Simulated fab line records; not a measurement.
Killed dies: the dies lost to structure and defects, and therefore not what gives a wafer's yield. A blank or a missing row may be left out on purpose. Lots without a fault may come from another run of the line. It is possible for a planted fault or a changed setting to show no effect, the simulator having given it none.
Chamber matching :: flow nandHarc :: 3 sister chambers for NHARC_P_M0_PRE_CLEAN_31 on pecvd-02
The step time 12 s. 3 wafers are shown with their chamber, then 8 later ones without.

== EACH WAFER AND ITS CHAMBER ==
wafer: L083.3
chamber: 1
heaterPowerW (W): 772

wafer: L094.3
chamber: 0
heaterPowerW (W): 709

wafer: L092.1
chamber: 2
heaterPowerW (W): 679

== WAFERS WITHOUT THEIR CHAMBER ==
wafer: L092.2
heaterPowerW (W): 703

wafer: L092.4
heaterPowerW (W): 666

wafer: L093.3
heaterPowerW (W): 561

wafer: L093.5
heaterPowerW (W): 688

wafer: L093.6
heaterPowerW (W): 691

wafer: L095.1
heaterPowerW (W): 662

wafer: L095.2
heaterPowerW (W): 764

wafer: L095.5
heaterPowerW (W): 763

== CHAMBER TAKEN BY EACH ==
wafer: L092.2
from the rows above: can't be placed: 0 or 2 or 1
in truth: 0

wafer: L092.4
from the rows above: can't be placed: 2 or 0
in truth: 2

wafer: L093.3
from the rows above: can't be placed: 2 or 0
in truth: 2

wafer: L093.5
from the rows above: can't be placed: 2 or 0 or 1
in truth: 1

wafer: L093.6
from the rows above: can't be placed: 2 or 0 or 1
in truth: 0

wafer: L095.1
from the rows above: can't be placed: 2 or 0
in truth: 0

wafer: L095.2
from the rows above: can't be placed: 1 or 0 or 2
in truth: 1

wafer: L095.5
from the rows above: can't be placed: 1 or 0 or 2
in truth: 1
0 of 8 placed correctly. Unplaceable from these rows: 8, with the true chamber sitting among the candidates in 8. 0 placed wrongly.
How it was worked out, from the rows above alone: a wafer's distance from a chamber is the root of the sum, over the readings, of the square of ((its reading less the chamber's mean) divided by the reading's scatter). The wafer belongs to the nearest chamber; if the next one is less than 2 further off, it can't be placed. A chamber's mean is the mean of its shown wafers. The scatter: root of mean squared gap, hidden wafer to nearest shown wafer, with one shown wafer a chamber.
